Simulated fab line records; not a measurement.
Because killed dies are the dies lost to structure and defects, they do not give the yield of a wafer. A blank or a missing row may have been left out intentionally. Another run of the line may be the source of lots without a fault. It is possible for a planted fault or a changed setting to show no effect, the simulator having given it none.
Matching of chambers	flow nand-harc	NHARC_A_STAIRCASE_ETCHBACK_157 on rie-diel-01 has 4 sister chambers
The step etches the open film in CH3F/O2, target depth 90 nm, time 167.14 s. 8 wafers are shown with their chamber, then 8 later ones without.

== EACH WAFER AND ITS CHAMBER ==
wafer	chamber	showerhead-plenum-p-Torr (Torr)	rf-vpp-V (V)
L083.3	1	2.51	244.2
L083.4	0	2.59	246.6
L084.2	0	2.59	246.1
L084.4	2	2.39	244.4
L090.1	2	2.39	244.0
L090.2	3	2.47	244.8
L090.5	1	2.50	245.1
L093.3	3	2.47	244.1

== WAFERS MISSING THEIR CHAMBER ==
wafer	showerhead-plenum-p-Torr (Torr)	rf-vpp-V (V)
L093.4	2.58	245.4
L093.5	2.58	245.6
L097.1	2.58	246.4
L097.4	2.49	244.5
L097.5	2.38	244.6
L096.3	2.58	245.5
L096.4	2.46	245.4
L096.6	2.46	244.1

== WHICH CHAMBER EACH ONE RAN IN ==
wafer	from the rows above	in truth
L093.4	0	0
L093.5	0	0
L097.1	0	0
L097.4	can't be placed: 1 or 3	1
L097.5	2	2
L096.3	0	0
L096.4	3	3
L096.6	3	3
7 of 8 placed correctly. Not placeable from these rows: 1 (in 1, the candidates include the true chamber). 0 placed wrongly.
How it was worked out, from the rows above alone: a wafer's distance from a chamber is the root of the sum, over the readings, of the square of ((its reading less the chamber's mean) divided by the reading's scatter). If the next closest chamber is less than 2 further off than the closest, the wafer can't be placed; otherwise it belongs to the closest. For every chamber, the mean is computed from those of its wafers that are shown. The scatter: the root of (the sum of the squares of (reading less its chamber's mean) over the shown wafers, divided by (wafers less chambers)).
